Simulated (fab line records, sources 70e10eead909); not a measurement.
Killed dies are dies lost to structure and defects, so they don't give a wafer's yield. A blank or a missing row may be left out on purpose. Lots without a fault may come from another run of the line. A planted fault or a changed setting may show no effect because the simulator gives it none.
Chamber matching | flow nand_harc | NHARC_A_CONTACT_ETCH_88 on rie_diel-13: 4 sister chambers
The step etches the open film in CF4, target depth 39 nm, time 65 s. 4 wafers are shown with their chamber, then 9 later ones without.

WAFERS WITH THEIR CHAMBER
wafer  | chamber | drypump_motor_current_A (A)
L085.4 | 1       | 6.1
L085.5 | 0       | 5.1
L087.3 | 3       | 5.6
L087.5 | 2       | 6.2

WAFERS WITHOUT THEIR CHAMBER
wafer  | drypump_motor_current_A (A)
L089.2 | 5.6
L089.3 | 6.2
L089.4 | 6.0
L090.1 | 5.1
L090.2 | 6.1
L090.5 | 6.2
L097.2 | 5.1
L097.3 | 6.0
L097.5 | 6.2

WHICH CHAMBER EACH WENT THROUGH
wafer  | from the rows above | in truth
L089.2 | 3                   | 3
L089.3 | 2                   | 2
L089.4 | 1                   | 1
L090.1 | 0                   | 0
L090.2 | 1                   | 1
L090.5 | 2                   | 2
L097.2 | 0                   | 0
L097.3 | 1                   | 1
L097.5 | 2                   | 2
Placed correctly: 9 of 9. Can't be placed from these rows: 0. Placed wrongly: 0.
How it was worked out, from the rows above alone: a wafer's distance from a chamber is the root of the sum, over the readings, of the square of ((its reading less the chamber's mean) divided by the reading's scatter). The wafer belongs to the nearest chamber; if the next one is less than 2 further off, it can't be placed. A chamber's mean is the mean of its shown wafers. The scatter: with one shown wafer a chamber, the root of the mean of the squares of how far each hidden wafer lies from its nearest shown one.
